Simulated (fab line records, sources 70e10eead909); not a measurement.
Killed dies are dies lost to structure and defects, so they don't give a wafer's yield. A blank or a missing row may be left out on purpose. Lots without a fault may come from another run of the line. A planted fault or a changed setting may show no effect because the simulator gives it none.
Chamber matching | flow nand_harc | NHARC_P_M1_STRIP_18 on rie_diel-02: 4 sister chambers
The step strips in N2/H2. 7 wafers are shown with their chamber, then 9 later ones without.

WAFERS WITH THEIR CHAMBER
wafer  | chamber | drypump_motor_current_A (A) | rf_vpp_V (V)
L081.3 | 3       | 5.1                         | 89.3
L083.5 | 1       | 6.3                         | 91.2
L084.2 | 2       | 4.8                         | 90.7
L084.5 | 0       | 5.7                         | 91.2
L087.1 | 0       | 5.7                         | 91.8
L087.2 | 2       | 4.8                         | 91.1
L087.6 | 1       | 6.2                         | 92.1

WAFERS WITHOUT THEIR CHAMBER
wafer  | drypump_motor_current_A (A) | rf_vpp_V (V)
L088.1 | 6.2                         | 90.7
L088.2 | 5.7                         | 92.1
L088.4 | 5.1                         | 90.1
L089.2 | 4.8                         | 90.8
L089.4 | 5.0                         | 90.5
L089.5 | 5.7                         | 91.9
L095.2 | 5.0                         | 91.4
L095.4 | 5.7                         | 92.1
L095.5 | 6.2                         | 90.2

WHICH CHAMBER EACH WENT THROUGH
wafer  | from the rows above     | in truth
L088.1 | 1                       | 1
L088.2 | 0                       | 0
L088.4 | 3                       | 3
L089.2 | 2                       | 2
L089.4 | can't be placed: 3 or 2 | 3
L089.5 | 0                       | 0
L095.2 | can't be placed: 2 or 3 | 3
L095.4 | 0                       | 0
L095.5 | 1                       | 1
Placed correctly: 7 of 9. Can't be placed from these rows: 2 (the true chamber is among the candidates in 2). Placed wrongly: 0.
How it was worked out, from the rows above alone: a wafer's distance from a chamber is the root of the sum, over the readings, of the square of ((its reading less the chamber's mean) divided by the reading's scatter). The wafer belongs to the nearest chamber; if the next one is less than 2 further off, it can't be placed. A chamber's mean is the mean of its shown wafers. The scatter: the root of (the sum of the squares of (reading less its chamber's mean) over the shown wafers, divided by (wafers less chambers)).
